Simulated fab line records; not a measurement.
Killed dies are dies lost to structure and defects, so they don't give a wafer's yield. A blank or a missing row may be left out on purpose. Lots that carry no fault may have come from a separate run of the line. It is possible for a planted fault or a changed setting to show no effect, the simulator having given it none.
2 desks looking at one fault | flow n5-finfet | only its own numbers are on each desk; what lay behind them is given at the end

## THE TOOL OWNER'S DESK: pecvd-02
The tool's own readings at N5_BEOL_M11_PECVD_70 (deposits SiO2 from TEOS/O2, target thk 20 nm, time 22.7 s): means of the sampled wafers that have a number, for each lot that ran on this tool. If a lot's mean is further than 4 standard deviations from the usual mean, the lot is out of limits and carries the mark OUT (the distance appears in the brackets).
Columns: A = chamber-pressure-Torr at N5_BEOL_M11_PECVD_70, usual 5.500 Torr; B = heater-power-outer-w at N5_BEOL_M11_PECVD_70, usual 415 W; C = heater-power-w at N5_BEOL_M11_PECVD_70, usual 697 W; D = showerhead-plenum-p-Torr at N5_BEOL_M11_PECVD_70, usual 8.82 Torr; E = susceptor-temp-C at N5_BEOL_M11_PECVD_70, usual 400.00 C; F = throttle-valve-pct at N5_BEOL_M11_PECVD_70, usual 22.6 %
lot  | first seen here | A     | B   | C   | D    | E                | F
L364 | day 13 11:55    | 5.499 | 371 | 627 | 8.80 | 399.73           | 23.3
L362 | day 13 15:23    | 5.504 | 392 | 683 | 8.78 | 400.02           | 22.8
L363 | day 13 15:46    | 5.507 | 406 | 688 | 8.80 | 400.23           | 22.6
L365 | day 13 19:07    | 5.506 | 373 | 651 | 8.76 | 400.25           | 22.7
L369 | day 14 22:45    | 5.507 | 534 | 845 | 8.81 | 416.09 (+70) OUT | 22.8
L374 | day 15 22:24    | 5.503 | 526 | 855 | 8.82 | 416.07 (+70) OUT | 22.6
This desk's finding: out of limits on L369, L374; first on L369, day 14 22:45 (susceptor-temp-C at N5_BEOL_M11_PECVD_70). Within limits: L364, L362, L363, L365.

## AT THE METROLOGY DESK
What the gauges read for every lot (on any tool): the sampled wafers with a number, averaged. If a lot's mean is further than 4 standard deviations from the usual mean, the lot is out of limits and carries the mark OUT (the distance appears in the brackets).
Columns: A = cd-nm at N5_BEOL_M11_CD_MEAS_11, usual 64.1 nm
lot  | first seen here | A
L353 | day 10 15:42    | 64.4
L356 | day 11 13:58    | 63.8
L357 | day 11 21:34    | 63.8
L361 | day 12 17:39    | 63.9
L364 | day 13 13:59    | 64.0
L362 | day 13 16:34    | 63.8
L363 | day 13 17:08    | 64.0
L365 | day 13 20:50    | 63.8
L369 | day 15 02:27    | 64.6
L374 | day 15 23:05    | 64.0
This desk found nothing out of limits on any of the 10 lots.

## TAKEN TOGETHER
An alarm could have come from the tool owner's desk at day 14 22:45, on L369, L374.
The metrology desk saw nothing out of limits.
The metrology desk has L369, L374 on record, within its limits.
N5_BEOL_M11_PECVD_70 was run on pecvd-02 by each of the lots named.

## WHAT HAD BEEN PUT IN BY THE SIMULATOR
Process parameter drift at N5_BEOL_M11_PECVD_70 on pecvd-02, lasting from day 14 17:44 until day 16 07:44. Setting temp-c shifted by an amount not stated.
Struck lots among those shown: L369, L374.
How many hours passed from the start of the fault until each desk's first out-of-limits reading: the tool owner's desk, 5.
